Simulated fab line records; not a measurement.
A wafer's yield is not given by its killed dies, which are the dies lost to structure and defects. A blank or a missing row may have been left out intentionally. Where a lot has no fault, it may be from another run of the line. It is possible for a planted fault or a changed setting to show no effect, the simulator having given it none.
Matching of chambers | flow n5_finfet | rie_diel-05 running N5_BEOL_M13_DESCUM_33: 4 sister chambers
The step chemistry O2, time 7.9 s. 16 wafers are shown with their chamber, then 8 later ones without.

== EACH WAFER AND ITS CHAMBER ==
wafer  | chamber | drypump_motor_current_A (A) | showerhead_plenum_p_Torr (Torr) | throttle_valve_pct (%)
L078.2 | 3       | 6.2                         | 2.13                            | 20.38
L078.3 | 2       | 5.3                         | 2.10                            | 20.67
L078.6 | 1       | 6.1                         | 2.02                            | 20.58
L080.2 | 1       | 6.1                         | 2.02                            | 20.60
L080.3 | 0       | 5.9                         | 2.15                            | 20.49
L080.6 | 2       | 5.3                         | 2.10                            | 20.68
L082.2 | 2       | 5.3                         | 2.10                            | 20.68
L082.3 | 0       | 5.9                         | 2.14                            | 20.51
L082.5 | 2       | 5.3                         | 2.10                            | 20.68
L084.2 | 1       | 6.1                         | 2.01                            | 20.61
L084.3 | 0       | 5.9                         | 2.14                            | 20.50
L084.6 | 1       | 6.1                         | 2.01                            | 20.60
L085.1 | 2       | 5.3                         | 2.09                            | 20.70
L085.2 | 1       | 6.1                         | 2.01                            | 20.59
L085.3 | 0       | 6.0                         | 2.14                            | 20.53
L088.1 | 3       | 6.2                         | 2.13                            | 19.98

SIGNATURES, as means of the wafers listed above
reading                  | chamber 0 | chamber 1 | chamber 2 | chamber 3 | scatter within a chamber
drypump_motor_current_A  | 5.925     | 6.100     | 5.300     | 6.200     | 0.025
showerhead_plenum_p_Torr | 2.1425    | 2.0140    | 2.0980    | 2.1300    | 0.00479
throttle_valve_pct       | 20.5075   | 20.5960   | 20.6820   | 20.1800   | 0.0826
Rule: for a wafer and a chamber, the distance is found by dividing, reading by reading, the gap between the wafer's reading and the chamber's mean by the reading's scatter, squaring, summing and taking the root. The wafer belongs to the nearest chamber; if the next one is less than 2 further off, it can't be placed. The scatter: the root of (the sum of the squares of (reading less its chamber's mean) over the shown wafers, divided by (wafers less chambers)).

== WAFERS WITHOUT THEIR CHAMBER ==
wafer  | drypump_motor_current_A (A) | showerhead_plenum_p_Torr (Torr) | throttle_valve_pct (%)
L088.4 | 6.1                         | 2.01                            | 20.61
L088.5 | 6.2                         | 2.13                            | 19.98
L095.1 | 6.2                         | 2.12                            | 20.01
L095.3 | 5.9                         | 2.13                            | 20.53
L095.6 | 6.2                         | 2.12                            | 20.00
L097.1 | 5.9                         | 2.13                            | 20.53
L097.4 | 6.2                         | 2.12                            | 20.01
L097.6 | 6.2                         | 2.12                            | 20.01

== WHICH CHAMBER EACH ONE RAN IN ==
wafer  | from the rows above | in truth
L088.4 | 1                   | 1
L088.5 | 3                   | 3
L095.1 | 3                   | 3
L095.3 | 0                   | 0
L095.6 | 3                   | 3
L097.1 | 0                   | 0
L097.4 | 3                   | 3
L097.6 | 3                   | 3
8 of 8 placed correctly. From these rows, 0 cannot be placed. Number placed wrongly: 0.
